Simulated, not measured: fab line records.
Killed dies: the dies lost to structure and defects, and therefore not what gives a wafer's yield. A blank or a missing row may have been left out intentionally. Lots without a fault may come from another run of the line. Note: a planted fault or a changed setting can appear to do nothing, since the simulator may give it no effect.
Split-lot trial -- flow n5_finfet -- 21 wafers read across 7 lots, on a route 1938 steps long

== ON THE SPLIT ==
At N5_ZERO_LAYER_EXPOSE_08 (exposes mask ZERO, defocus 0 nm, target cd 2000 nm), the setting dose_mj was moved away from the recipe's 16.2 on 6 of the 21 wafers read, by -4.7% to +5.7%. For the rest of the wafers, this setting stayed at what the recipe calls for.

== FROM THE SPLIT TO THE READING: what the file shows between them, 2 steps ==
- N5_ZERO_LAYER_DEVELOP_10: develop time 60 s (also split here: develop_time_s)
- N5_ZERO_LAYER_HARDBAKE_23: time 120 s

== THE READING ==
Shown in nm: cd_nm at N5_ZERO_LAYER_CD_MEAS_11, with target cd 2000 nm. Fault-free wafers of this fab line usually give 2000.2 nm, standard deviation 1.5 nm.

wafer,"tool, chamber at the split",dose_mj as run,against the recipe,"cd_nm, nm",against lot-mates on the recipe
L074.3,"krf_scanner-02, 0",15.85,-2.2%,1995.9,no lot-mate on the recipe
L074.5,"krf_scanner-02, 0",15.85,-2.2%,1995.1,no lot-mate on the recipe
L074.6,"krf_scanner-02, 0",15.85,-2.2%,1997.0,no lot-mate on the recipe
L077.1,"krf_scanner-02, 0",16.2,recipe,2001.8,-
L077.4,"krf_scanner-02, 0",16.2,recipe,2001.2,-
L077.5,"krf_scanner-02, 0",16.2,recipe,2000.4,-
L086.1,"krf_scanner-02, 0",16.2,recipe,2000.2,-
L086.3,"krf_scanner-02, 0",15.89,-1.9%,1996.8,-4.0
L086.6,"krf_scanner-02, 0",16.2,recipe,2001.5,-
L087.1,"krf_scanner-01, 0",16.2,recipe,1995.5,-
L087.2,"krf_scanner-01, 0",16.2,recipe,1995.0,-
L087.6,"krf_scanner-01, 0",16.2,recipe,2000.4,-
L091.3,"krf_scanner-01, 0",16.2,recipe,1999.8,-
L091.4,"krf_scanner-01, 0",16.2,recipe,2000.7,-
L091.6,"krf_scanner-01, 0",17.12,+5.7%,2012.7,+12.5
L093.1,"krf_scanner-02, 0",16.2,recipe,1998.7,-
L093.2,"krf_scanner-02, 0",16.2,recipe,1998.4,-
L093.4,"krf_scanner-02, 0",15.44,-4.7%,1987.2,-11.4
L094.2,"krf_scanner-01, 0",16.2,recipe,1996.3,-
L094.4,"krf_scanner-01, 0",16.2,recipe,1994.6,-
L094.6,"krf_scanner-01, 0",16.2,recipe,1998.3,-

THE FIT
A straight line over all 21 wafers: cd_nm changes by +2.2 nm for each +1% of dose_mj; r = +0.88; the points scatter about the line by 2.3 nm.
The same after taking each lot's own level away (the mean of its wafers on the recipe; 18 wafers): +2.27 nm for each +1%; r = +0.96; scatter 1.3 nm.
The reading moves by 13 nm for the largest change in dose_mj, on that fit.
Across the lots, their own levels run from 1996.40 to 2001.13 nm, a range of 3.2 times the standard deviation given above.
Hence the lot-to-lot level has little effect on the slope; both slopes agree.
Check: with one of the wafers moved furthest among these (+5.7%) left out of the fit, the line predicts +13.5 nm for it against its lot-mates. Against them it came out at +12.5 nm.

== THESE WAFERS: OTHER SPLITS ==
Note: prior to the reading, these wafers also went through further splits. Each is held against what the fit with the lots' levels taken away leaves over:
other split on the same wafers,wafers away from the commonest value,r with cd_nm (lot level and that fit taken away)
N5_ZERO_LAYER_DEVELOP_10 develop_time_s,7,+0.55

== FILE'S OWN FIT ==
cd_nm changes by +2.28 nm for each +1% of dose_mj, r = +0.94.
